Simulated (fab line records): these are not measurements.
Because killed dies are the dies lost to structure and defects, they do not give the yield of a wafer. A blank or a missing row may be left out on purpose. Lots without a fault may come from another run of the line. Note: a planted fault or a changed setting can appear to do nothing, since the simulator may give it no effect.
Split-lot experiment	flow n5_finfet	39 wafers read from 7 lots, route of 1938 steps

== SPLIT DETAILS ==
At N5_DUMMY_GATE_ETCH_31 (etches SiO2 in C4F6/O2, target depth 82.5 nm, time 27.5 s), the setting target_depth_a was moved away from the recipe's 825 angstrom on 9 of the 39 wafers read, by -10.4% to -4.4%. For the rest of the wafers, this setting stayed at what the recipe calls for.

The split's own step is where the reading is taken.

== THE READING ==
etch.depth_nm (the simulator's own value, which no gauge read), in nm, at N5_DUMMY_GATE_ETCH_31 (etches SiO2 in C4F6/O2, target depth 82.5 nm, time 27.5 s). There is no usual value for it anywhere in the file. The 30 wafers here that ran the recipe average 82.96 nm, standard deviation 1.6 nm.

wafer	tool, chamber at the split	target_depth_a as run, angstrom	against the recipe	etch.depth_nm, nm	against lot-mates on the recipe
L075.1	rie_diel-06, 3	825	recipe	82.71	-
L075.2	rie_diel-06, 1	825	recipe	81.47	-
L075.3	rie_diel-06, 2	788.6	-4.4%	78.51	-3.22
L075.4	rie_diel-06, 0	788.6	-4.4%	78.02	-3.71
L075.5	rie_diel-06, 3	788.6	-4.4%	78.32	-3.41
L075.6	rie_diel-06, 0	825	recipe	81	-
L080.1	rie_diel-06, 3	825	recipe	83.15	-
L080.2	rie_diel-06, 1	825	recipe	82.16	-
L080.3	rie_diel-06, 2	825	recipe	81.67	-
L080.4	rie_diel-06, 0	825	recipe	81.78	-
L080.5	rie_diel-06, 0	825	recipe	82.28	-
L080.6	rie_diel-06, 3	825	recipe	82.88	-
L081.1	rie_diel-01, 2	739.4	-10.4%	76.1	-6.72
L081.2	rie_diel-01, 1	825	recipe	81.7	-
L081.3	rie_diel-01, 3	739.4	-10.4%	73.15	-9.67
L081.4	rie_diel-01, 0	739.4	-10.4%	75.25	-7.57
L081.5	rie_diel-01, 3	825	recipe	81.81	-
L081.6	rie_diel-01, 0	825	recipe	84.95	-
L083.1	rie_diel-01, 0	825	recipe	84.36	-
L083.2	rie_diel-01, 2	825	recipe	85.31	-
L083.3	rie_diel-01, 1	825	recipe	82.39	-
L083.4	rie_diel-01, 3	825	recipe	81.64	-
L083.5	rie_diel-01, 1	825	recipe	81.34	-
L083.6	rie_diel-01, 2	825	recipe	85.72	-
L084.1	rie_diel-01, 3	825	recipe	81.67	-
L084.2	rie_diel-01, 2	825	recipe	85.95	-
L084.3	rie_diel-01, 1	825	recipe	82.91	-
L084.4	rie_diel-01, 0	825	recipe	84.63	-
L084.5	rie_diel-01, 2	825	recipe	86.31	-
L084.6	rie_diel-01, 3	825	recipe	82.09	-
L086.1	rie_diel-01, 0	825	recipe	82.89	-
L086.2	rie_diel-01, 2	749.8	-9.1%	77	-5.09
L086.3	rie_diel-01, 3	825	recipe	80.81	-
L086.4	rie_diel-01, 1	749.8	-9.1%	73.59	-8.50
L086.5	rie_diel-01, 3	749.8	-9.1%	73.69	-8.40
L086.6	rie_diel-01, 0	825	recipe	82.56	-
L097.2	rie_diel-06, 0	825	recipe	82.41	-
L097.4	rie_diel-06, 3	825	recipe	85.98	-
L097.6	rie_diel-06, 0	825	recipe	82.18	-

FIT RESULTS
A straight line over all 39 wafers: etch.depth_nm changes by +0.848 nm for each +1% of target_depth_a; r = +0.89; the points scatter about the line by 1.6 nm.
The same after taking each lot's own level away (the mean of its wafers on the recipe; 39 wafers): +0.784 nm for each +1%; r = +0.90; scatter 1.4 nm.
According to that fit, moving target_depth_a by its largest amount changes the reading by 8.1 nm.
Across the lots, their own levels run from 81.727 to 83.927 nm, a range of 1.4 times the standard deviation given above.
The two slopes are in agreement: the lot-to-lot level therefore moves the slope only a little.
Check: with one of the wafers moved furthest among these (-10.4%) left out of the fit, the line predicts -8.43 nm for it against its lot-mates. Against them it came out at -6.72 nm.

== THE OTHER SPLITS THESE WAFERS WENT THROUGH ==
Before the reading, these wafers also passed through other splits. Each is held against what the fit with the lots' levels taken away leaves over:
other split on the same wafers	wafers away from the commonest value	r with etch.depth_nm (lot level and that fit taken away)
N5_WELL_APT_EXPOSE_05 dose_mj	15	-0.01

== FILE'S OWN FIT ==
etch.depth_nm changes by +0.784 nm for each +1% of target_depth_a, r = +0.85.
